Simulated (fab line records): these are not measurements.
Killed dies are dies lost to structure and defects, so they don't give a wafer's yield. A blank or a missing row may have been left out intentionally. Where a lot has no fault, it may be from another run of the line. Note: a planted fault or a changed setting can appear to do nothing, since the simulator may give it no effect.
Matching of chambers | flow n5 finfet | ald metal-02 running N5_HKMG_FIN_NWFM_ALD_20: 4 sister chambers
The step deposits TiAlC, target thk 2 nm, pulse time 3 s, purge time 2 s. 4 wafers are shown with their chamber, then 8 later ones without.

## EACH WAFER AND ITS CHAMBER
wafer  | chamber | heater power w (W)
L084.2 | 2       | 509
L086.1 | 1       | 441
L086.3 | 0       | 510
L088.1 | 3       | 586

## WAFERS MISSING THEIR CHAMBER
wafer  | heater power w (W)
L088.4 | 516
L088.5 | 582
L090.1 | 511
L090.3 | 433
L090.5 | 524
L092.3 | 496
L092.4 | 501
L092.6 | 513

## WHICH CHAMBER EACH ONE RAN IN
wafer  | from the rows above     | in truth
L088.4 | can't be placed: 0 or 2 | 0
L088.5 | 3                       | 3
L090.1 | can't be placed: 0 or 2 | 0
L090.3 | 1                       | 1
L090.5 | can't be placed: 0 or 2 | 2
L092.3 | can't be placed: 2 or 0 | 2
L092.4 | can't be placed: 2 or 0 | 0
L092.6 | can't be placed: 0 or 2 | 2
Correct placement for 2 of the 8. Cannot be placed on the basis of these rows: 6; the candidates contain the true chamber in 6. Wrongly placed: 0.
How it was worked out, from the rows above alone: a wafer's distance from a chamber is the root of the sum, over the readings, of the square of ((its reading less the chamber's mean) divided by the reading's scatter). The wafer belongs to the nearest chamber; if the next one is less than 2 further off, it can't be placed. A chamber's mean is the mean of its shown wafers. The scatter (one wafer shown for each chamber): square how far every hidden wafer sits from the nearest shown wafer, average those squares and take the square root.
